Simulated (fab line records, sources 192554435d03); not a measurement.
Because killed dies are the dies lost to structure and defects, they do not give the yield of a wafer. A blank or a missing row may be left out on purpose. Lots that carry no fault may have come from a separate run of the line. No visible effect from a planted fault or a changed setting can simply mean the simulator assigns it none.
fab line records + flow n5Finfet
record:
- lots: 4
- wafers: 12
- lastDay: 17
route steps=1938 shown BEOL_M12@1647 BEOL_M13@1659 PASSIVATION@1936
lots that met no fault: from a run of the same line without faults
startH: start of the lot's first displayed wafer, in hours after the record's first day + waitH: hours from the lot's prior step to this one + " the same as in the row above + L1.1+2: a row that stands for several wafers + - no value, or no start given + * or withheld: withheld + < > ~ a bound
route shown NAME@n: names a module that has steps shown in the file, with the first one's number in the route + usual: mean and standard deviation over wafers with no fault + same: alike in all rows + chamber/n: place in a boat + sites: the reading at each site + _std_site: standard deviation across them + _edge_site: outer sites' mean less inner sites' + radiusMm: for every site, how far away it sits from the centre of the wafer + mask NAME#n: copy n + behind: tool/chamber where the wafer was last shaped + hold: cause of the lot's hold/its duration in hours/its outcome + device: names the non-switching transistor (n, p or np) + end of line: the same wafers' tests at the end of the route + a step without rows: its recipe alone + killed: not the wafer's yield, but the dies lost to structure and defects at the first sort + map: dies across one wafer; x = killed, . = not, _ = none there
set.NAME: the setting the step ran with; set.NAME@STEP: the setting that earlier step ran with + model.NAME: the simulator's own value behind a step, which no gauge read
a table for each step, a row for each wafer; lots at some steps of the route
services: a tool's chamber out of use, with start hour (startH, from the record's first day; less than 0 if before it), hours out, and reason
== steps ==
step: N5_BEOL_M12_PRE_CLEAN_42
recipe:
- gas: H2/He
- timeS: 30
- tempC: 250
step: N5_BEOL_M12_SPUTTER_43
recipe:
- material: TaN
- targetThkA: 150
- tempC: 50
- biasV: 168.6
- powerW: 15000
- chamberPressurePa: 0.12
- timeS: 24.19
step: N5_BEOL_M12_SPUTTER_44
recipe:
- material: Ta
- targetThkA: 100
- tempC: 50
- biasV: 80
- powerW: 15000
- chamberPressurePa: 0.07
- timeS: 16.13
step: N5_BEOL_M12_SPUTTER_45
recipe:
- material: Cu
- targetThkA: 800
- tempC: -20
- biasV: 60
- powerW: 26000
- chamberPressurePa: 0.13
- timeS: 13.33
step: N5_BEOL_M12_ECD_47
recipe:
- material: Cu
- targetThkA: 7200
step: N5_BEOL_M12_ANNEAL_48
recipe:
- tempC: 225
- timeS: 90
- ambient: N2
step: N5_BEOL_M12_CMP_49
recipe:
- stopOn: SiOC
- tOverpolishS: 20.6
- downForcePsi: 1
- platenRpm: 50
- clearingPlatenDownForcePsi: 1.5
- clearingPlatenRpm: 50
- postCmpClean: cuAlkaline
- targetThkNm: 320
- clearingPlatenPadVelocityMS: 0.99484
- padVelocityMS: 0.99484
step: N5_BEOL_M12_PRE_CLEAN_52
recipe:
- gas: NH3
- timeS: 15
- tempC: withheld
- rfPowerW: 300
step: N5_BEOL_M12_DEP_53
recipe:
- material: SiCN
- targetThkA: 300
- tempC: withheld
- precursor: 3MS/NH3
- pressureTorr: 3
- rfW: 675
- timeS: 10.5
step: N5_BEOL_M13_ILD_DEP_00
recipe:
- material: SiOC
- targetThkA: 8379.2
- tempC: 350
- precursor: DEMS/O2
- pressureTorr: 5
- rfW: 500
- timeS: 166.4
usual:
- heaterPowerW: 496/53
- showerheadPlenumPTorr: 5.700/0.013
- susceptorTempC: 350.02/0.21
- throttleValvePct: 11.8/0.82
| lot.wafer | tool     | chamber | startH | waitH | heaterPowerW | showerheadPlenumPTorr | susceptorTempC | throttleValvePct | model.SiOC_of_BEOL_M13_ILD_DEP_00.thkNm |
|-----------|----------|---------|--------|-------|--------------|-----------------------|----------------|------------------|-----------------------------------------|
| L628.2    | pecvd-03 | 2       | 250.83 | 0.0   | 496          | 5.693                 | 349.86         | 11.4             | 837.8                                   |
| L628.4    | "        | 1       | "      | "     | 415          | 5.712                 | 350.23         | 12.7             | 851.6                                   |
| L628.6    | "        | 0       | "      | "     | 462          | 5.695                 | 350.19         | 11.9             | 845.8                                   |
| L631.1    | pecvd-03 | 2       | 274.89 | 0.0   | 572          | 5.686                 | 361.36         | 11.7             | 803.2                                   |
| L631.3    | "        | 1       | "      | "     | 412          | 5.722                 | 361.54         | 12.7             | 804.8                                   |
| L631.4    | "        | 2       | "      | "     | 596          | 5.686                 | 361.67         | 11.6             | 813                                     |
| L633.2    | pecvd-03 | 0       | 286.40 | 0.0   | 567          | 5.699                 | 361.24         | 11.7             | 806.8                                   |
| L633.3    | "        | 2       | "      | "     | 594          | 5.685                 | 360.67         | 11.9             | 804.2                                   |
| L633.5    | "        | 2       | "      | "     | 631          | 5.684                 | 360.97         | 11.5             | 813.4                                   |
| L645.2    | pecvd-02 | 2       | 388.36 | 0.0   | 503          | 5.699                 | 350.28         | 12.3             | 836.6                                   |
| L645.3    | "        | 0       | "      | "     | 496          | 5.679                 | 349.76         | 11.1             | 827.2                                   |
| L645.6    | "        | 0       | "      | "     | 533          | 5.682                 | 349.76         | 10.7             | 852.4                                   |
step: N5_BEOL_M13_THK_MEAS_01
recipe:
- reads: SiOC_of_BEOL_M13_ILD_DEP_00
usual:
- M13_ILD_THK: 836/10
| lot.wafer | tool         | chamber | startH | waitH | M13_ILD_THK[nm] |
|-----------|--------------|---------|--------|-------|-----------------|
| L628.2    | filmMetro-01 | -       | 250.99 | 0.1   | 838             |
| L628.4    | "            | -       | "      | "     | 852             |
| L628.6    | "            | -       | "      | "     | 846             |
| L631.1    | filmMetro-01 | -       | 275.04 | 0.1   | 803             |
| L631.3    | "            | -       | "      | "     | 805             |
| L631.4    | "            | -       | "      | "     | 813             |
| L633.2    | filmMetro-02 | -       | 286.56 | 0.1   | 806             |
| L633.3    | "            | -       | "      | "     | 804             |
| L633.5    | "            | -       | "      | "     | 814             |
| L645.2    | filmMetro-02 | -       | 388.52 | 0.1   | 837             |
| L645.3    | "            | -       | "      | "     | 828             |
| L645.6    | "            | -       | "      | "     | 852             |
step: N5_BEOL_M13_COAT_58
recipe:
- resist: BARC
- tempC: 205
- timeS: 60
- spinRpm: 1500
- resistThkNm: 89
step: N5_BEOL_M13_COAT_04
recipe:
- spinRpm: 1625
- resistThkNm: 400
step: N5_BEOL_M13_EBR_06
recipe:
- solvent: PGMEA
- ebrWidthMm: 1.5
step: N5_BEOL_M13_SOFTBAKE_05
recipe:
- tempC: 130
- timeS: 60
step: N5_BEOL_M13_EXPOSE_07
recipe:
- maskId: V12
- na: 0.93
- sourceShape: conventional
- sigmaOuter: 0.6
- polarization: unpolarized
- attpsmPhaseDeg: 180
- doseMj: 24.8
step: N5_BEOL_M13_PEB_08
recipe:
- pebTempC: 130
- pebTimeS: 90
step: N5_BEOL_M13_DEVELOP_09
recipe:
- developTimeS: 45
- rinseLiquid: diw
- dry: airSpin
- devTempC: 21
step: N5_BEOL_M13_HARDBAKE_14
recipe:
- tempC: 130
- timeS: 120
step: N5_BEOL_M13_DESCUM_15
recipe:
- chemistry: O2
- timeS: 7.9
- sourcePowerW: 50
- biasPowerW: 20
- pressureMtorr: 20
- rfFrequencyHz: 2.712e+07
- tempC: 40
- o2FlowSccm: 225
step: N5_BEOL_M13_ETCH_59
recipe:
- chemistry: N2/H2
- target: BARC
- targetDepthA: 890
- overetchA: 267
- timeS: 67.9
- ionEnergyEv: 200
- pressureMtorr: 30
- sourceW: 840
- biasW: 150
- n2FlowSccm: 200
- h2FlowSccm: 200
step: N5_BEOL_M13_VIA_ETCH_16
recipe:
- chemistry: C4F8/O2/Ar
- target: SiOC
- pressureMtorr: 30
- sourceW: 3000
- biasW: 700
- Ar_flow_sccm: 400
- C4F8_flow_sccm: 15
- O2_flow_sccm: 8
- heInnerTorr: 15
- heOuterTorr: 30
- targetDepthA: 9217
- timeS: withheld
- ionEnergyEv: 250
- ends: cleared
usual:
- drypumpMotorCurrentA: 5.6/0.39
- oesProductAu: 0.68/0.071
- rfVppV: 665.8/2.3
- showerheadPlenumPTorr: 3.43/0.084
- throttleValvePct: 24.24/0.19
| lot.wafer | tool       | chamber | startH | waitH | drypumpMotorCurrentA | oesProductAu | rfVppV | showerheadPlenumPTorr | throttleValvePct | model.etch.depthNm | model.coat_of_BEOL_M13_COAT_04.thkNm |
|-----------|------------|---------|--------|-------|----------------------|--------------|--------|-----------------------|------------------|--------------------|--------------------------------------|
| L628.2    | rieDiel-05 | 3       | 251.81 | 0.0   | 5.8                  | 0.65         | 667.4  | 3.38                  | 24.21            | 837.8              | 69                                   |
| L628.4    | "          | 0       | "      | "     | 5.8                  | 0.65         | 668.0  | 3.51                  | 24.26            | 851.7              | 65.8                                 |
| L628.6    | "          | 3       | "      | "     | 5.8                  | 0.66         | 666.1  | 3.38                  | 24.20            | 845.8              | 68                                   |
| L631.1    | rieDiel-05 | 1       | 276.01 | 0.0   | 5.6                  | 0.62         | 665.3  | 3.37                  | 24.20            | 803.2              | 87.6                                 |
| L631.3    | "          | 2       | "      | "     | 5.3                  | 0.64         | 664.0  | 3.39                  | 24.11            | 804.7              | 84.4                                 |
| L631.4    | "          | 0       | "      | "     | 5.8                  | 0.64         | 666.7  | 3.50                  | 24.27            | 813                | 81                                   |
| L633.2    | rieDiel-05 | 0       | 287.21 | 0.0   | 5.8                  | 0.63         | 668.5  | 3.50                  | 24.29            | 806.8              | 80.8                                 |
| L633.3    | "          | 3       | "      | "     | 5.8                  | 0.65         | 664.4  | 3.37                  | 24.22            | 804.3              | 81.8                                 |
| L633.5    | "          | 1       | "      | "     | 5.6                  | 0.62         | 665.3  | 3.36                  | 24.19            | 813.5              | 82.8                                 |
| L645.2    | rieDiel-04 | 1       | 389.01 | 0.0   | 5.5                  | 0.66         | 663.6  | 3.39                  | 24.57            | 836.6              | 75.8                                 |
| L645.3    | "          | 2       | "      | "     | 6.5                  | 0.79         | 669.2  | 3.62                  | 23.91            | 827.3              | 77                                   |
| L645.6    | "          | 3       | "      | "     | 5.0                  | 0.81         | 664.6  | 3.35                  | 24.13            | 852.3              | 70.8                                 |
step: N5_BEOL_M13_STRIP_63
recipe:
- chemistry: N2/H2
- powerW: 1000
- tempC: 250
- h2Frac: 0.65
- overashFraction: 0.3
- pressureMtorr: 1000
- n2FlowSccm: 1750
- h2FlowSccm: 3250
step: N5_BEOL_M13_STRIP_64
recipe:
- chemistry: N2/H2
- powerW: 1000
- tempC: 250
- h2Frac: 0.65
- overashFraction: 0.3
- pressureMtorr: withheld
- n2FlowSccm: 1750
- h2FlowSccm: 3250
step: N5_BEOL_M13_STRIP_71
recipe:
- chemistry: postEtchResidueRemover
- timeS: 60
- tempC: 25
- removerPh: withheld
- removerWaterWtPct: withheld
- removerFluorideWtPct: withheld
step: N5_BEOL_M13_SRD_72
recipe:
- timeS: 30
- tempC: 23
- rinseLiquid: diw
- dry: n2Spin
- spinRpm: 1500
- dryTimeS: 30
step: N5_BEOL_M13_COAT_65
recipe:
- resist: SOC
- tempC: 250
- timeS: 60
- spinRpm: 1500
- resistThkNm: 350
step: N5_BEOL_M13_COAT_66
recipe:
- resist: SiARC
- tempC: 220
- timeS: 60
- spinRpm: 1500
- resistThkNm: 110
step: N5_BEOL_M13_COAT_22
recipe:
- spinRpm: 2888
- resistThkNm: 300
step: N5_BEOL_M13_EBR_24
recipe:
- solvent: PGMEA
- ebrWidthMm: 1.5
step: N5_BEOL_M13_SOFTBAKE_23
recipe:
- tempC: 130
- timeS: 60
step: N5_BEOL_M13_EXPOSE_25
recipe:
- maskId: M13
- na: 0.93
- sourceShape: conventional
- sigmaOuter: 0.4
- polarization: unpolarized
- targetCdNm: 210
- doseMj: 22
step: N5_BEOL_M13_PEB_26
recipe:
- pebTempC: 130
- pebTimeS: 90
step: N5_BEOL_M13_DEVELOP_27
recipe:
- developTimeS: 45
- rinseLiquid: diw
- dry: airSpin
- devTempC: 21
step: N5_BEOL_M13_HARDBAKE_32
recipe:
- tempC: 130
- timeS: 120
step: N5_BEOL_M13_CMP_49
recipe:
- stopOn: SiOC
- tOverpolishS: 17.1
- downForcePsi: 1
- platenRpm: 50
- clearingPlatenDownForcePsi: 1.5
- clearingPlatenRpm: 50
- postCmpClean: cuAlkaline
- targetThkNm: 420
- clearingPlatenPadVelocityMS: 0.99484
- padVelocityMS: 0.99484
usual:
- barrierFieldEndpointS: 30.1/0.74
- clearingPlatenRpm: 50.001/0.028
- edgeZonePressureFrac: 1.000/0.0048
- motorCurrentA: 5.9/0.46
- overpolishRunS: 17.100/0.0094
| lot.wafer | tool   | chamber | startH | waitH | barrierFieldEndpointS | clearingPlatenRpm | edgeZonePressureFrac | motorCurrentA | overpolishRunS | model.SiOC_of_BEOL_M13_ILD_DEP_00.thkNm |
|-----------|--------|---------|--------|-------|-----------------------|-------------------|----------------------|---------------|----------------|-----------------------------------------|
| L628.4    | cmp-01 | 3       | 255.67 | 0.1   | 30.9                  | 50.016            | 0.995                | 6.6           | 17.115         | 792.8                                   |
| L628.2    | "      | 1       | "      | "     | 30.5                  | 49.969            | 1.001                | 5.3           | 17.102         | 780.2                                   |
| L628.6    | "      | 0       | "      | "     | 30.9                  | 50.017            | 0.996                | 6.4           | 17.093         | 787.8                                   |
| L631.4    | cmp-03 | 2       | 278.81 | 0.1   | 29.0                  | 50.025            | 1.001                | 6.6           | 17.118         | 756.6                                   |
| L631.3    | "      | 0       | "      | "     | 29.2                  | 50.070            | 0.993                | 5.2           | 17.098         | 749.8                                   |
| L631.1    | "      | 1       | "      | "     | 28.9                  | 49.995            | 1.001                | 5.7           | 17.108         | 745.4                                   |
| L633.2    | cmp-02 | 2       | 292.14 | 0.2   | 29.4                  | 50.000            | 1.006                | 6.0           | 17.081         | 746.8                                   |
| L633.3    | "      | 3       | "      | "     | 29.7                  | 50.012            | 1.005                | 5.6           | 17.094         | 745                                     |
| L633.5    | "      | 3       | "      | "     | 29.4                  | 49.993            | 0.998                | 5.6           | 17.099         | 753.8                                   |
| L645.2    | cmp-03 | 1       | 392.35 | 0.2   | 30.8                  | 50.068            | 1.003                | 5.9           | 17.093         | 779.6                                   |
| L645.3    | "      | 3       | "      | "     | 30.1                  | 50.016            | 1.000                | 6.2           | 17.107         | 770.2                                   |
| L645.6    | "      | 0       | "      | "     | 30.5                  | 49.988            | 0.998                | 5.5           | 17.099         | 794.2                                   |
step: N5_PASSIVATION_PROBE_49
usual:
- defectLimitedYield: 91.4/1.3
- killed_at_M0_to_M3: 34/10
- killed_at_M4_up: 14/5.6
- killedAtContacts: 13/5.9
- killedAtFrontEnd: 37/9.9
- killedAtOther: 3.5/2.8
- killedDies: 101/15
- killedOpen: 67/12
- killedShort: 32/6.6
- sort_bin_5_function: 5.0/0.81
- sort_bin_6_memory: 3.2/0.66
- sortNPass: 1079/15
- sortYieldPct: 91.4/1.3
same:
- grossDies: 1180
- killedAtBackSide: 0
- sort_bin_4_leakage[%]: 0
- sort_bin_8_speed[%]: 0
| lot.wafer | tool      | chamber | startH | waitH | defectLimitedYield[%] | killed_at_M0_to_M3 | killed_at_M4_up | killedAtContacts | killedAtFrontEnd | killedAtOther | killedDies | killedOpen | killedShort | sort_bin_5_function[%] | sort_bin_6_memory[%] | sortNPass | sortYieldPct[%] |
|-----------|-----------|---------|--------|-------|-----------------------|--------------------|-----------------|------------------|------------------|---------------|------------|------------|-------------|------------------------|----------------------|-----------|-----------------|
| L633.2    | prober-01 | -       | 316.69 | 0.1   | 91.4                  | 24                 | 11              | 20               | 46               | 1             | 102        | 65         | 28          | 5.3                    | 3.1                  | 1078      | 91.4            |
| L633.5    | prober-01 | -       | 316.84 | 0.2   | 90.8                  | 42                 | 22              | 23               | 21               | 0             | 108        | 69         | 32          | 5.8                    | 3.3                  | 1072      | 90.8            |
killed by level:class
L633.2 STI_FIN_REVEAL:geometricParticle:open=18 MOL_CONTACT_COAG:geometricParticle:open=10 MOL_CONTACT_COAG:areaEtch=8 DUMMY_GATE:geometricParticle:open=6 BEOL_M1:geometricParticle:open=6 BEOL_M0_SAQP:geometricParticle:short=5 BEOL_M4:geometricParticle:open=5 STI_FIN_REVEAL:geometricParticle:short=4
L633.5 BEOL_M4:geometricParticle:open=18 MOL_CONTACT_COAG:geometricParticle:open=10 BEOL_M1:geometricParticle:open=10 BEOL_M0_SAQP:geometricParticle:short=7 BEOL_M1:geometricParticle:short=7 MOL_CONTACT_COAG:areaEtch=7 MOL_CONTACT_COAG:geometricParticle:short=6 BEOL_M2:geometricParticle:open=6
== services ==
| tool       | chamber | startH | hours | kind                         |
|------------|---------|--------|-------|------------------------------|
| pecvd-02   | 2       | 227.03 | 2.5   | repair                       |
| cmp-02     | -       | 231.37 | 0.9   | repair                       |
| rieDiel-04 | 3       | 285.00 | 27.2  | repair                       |
| cmp-01     | -       | 291.99 | 1.7   | repair                       |
| pecvd-03   | -       | 309.27 | 0.5   | repair                       |
| cmp-03     | -       | 311.97 | 4.0   | pm                           |
| rieDiel-04 | 0       | 322.48 | 6.7   | repair                       |
| cmp-03     | -       | 324.02 | 4.8   | pm                           |
| pecvd-02   | -       | 326.81 | 1.8   | repair                       |
| pecvd-03   | 1       | 335.09 | 5.5   | scheduledDown                |
| cmp-02     | -       | 337.85 | 1.1   | repair                       |
| cmp-01     | -       | 340.13 | 7.8   | pm                           |
| cmp-02     | -       | 344.61 | 0.6   | repair                       |
| rieDiel-04 | -       | 351.21 | 1.5   | repair                       |
| pecvd-03   | -       | 358.62 | 2.8   | repair                       |
| rieDiel-05 | 1       | 366.16 | 8.4   | repair                       |
| cmp-01     | -       | 372.76 | 4.5   | pm                           |
| rieDiel-05 | -       | 374.16 | 14.6  | pm                           |
| cmp-01     | -       | 377.37 | 10.4  | pm                           |
| rieDiel-04 | 3       | 378.16 | 8.3   | repair                       |
| cmp-03     | -       | 381.02 | 1.8   | repair                       |
| pecvd-03   | 1       | 383.62 | -     | clean                        |
| pecvd-03   | 1       | 383.62 | -     | consumableReplace:showerhead |
| rieDiel-05 | 0       | 389.04 | 11.5  | repair                       |
== key ==
firstSign:
- step: N5_BEOL_M13_ILD_DEP_00
- reading: susceptorTempC
- direction: up
- sigmas: 54
- usual: *
- struck: *
effect:
- step: N5_BEOL_M13_THK_MEAS_01
- reading: M13_ILD_THK
- direction: down
- sigmas: 2.8
- usual: 836
- struck: 808
modelEffect:
- step: N5_BEOL_M13_ILD_DEP_00
- value: SiOC_of_BEOL_M13_ILD_DEP_00.thkNm
- without: 829.9
- struck: 807.6
modelEffect:
- step: N5_BEOL_M13_VIA_ETCH_16
- value: etch.depthNm
- without: 829.9
- struck: 807.6
modelEffect:
- step: N5_BEOL_M13_CMP_49
- value: SiOC_of_BEOL_M13_ILD_DEP_00.thkNm
- without: 771.9
- struck: 749.6
metAt N5_BEOL_M13_ILD_DEP_00
struckWafers L631.1,L631.3,L631.4,L633.2,L633.3,L633.5
rowsEnd L631.1,L631.3,L631.4
onsetBetween 250.83 274.89
earlierFault:
- kind: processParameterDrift
- tool: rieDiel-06
- chamber: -
- onsetH: 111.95
- steps: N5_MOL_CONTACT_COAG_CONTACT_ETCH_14
- channel: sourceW
- offset: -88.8
- shape: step
- actsIn: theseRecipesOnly
- stated: 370
fault:
- kind: processParameterDrift
- tool: pecvd-03
- chamber: -
- onsetH: 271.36
- steps: N5_BEOL_M13_ILD_DEP_00
- channel: tempC
- offset: *
- shape: step
- actsIn: *
- stated: *
rowsEnd: these wafers met a further fault down the route, and their rows from its step on are left out
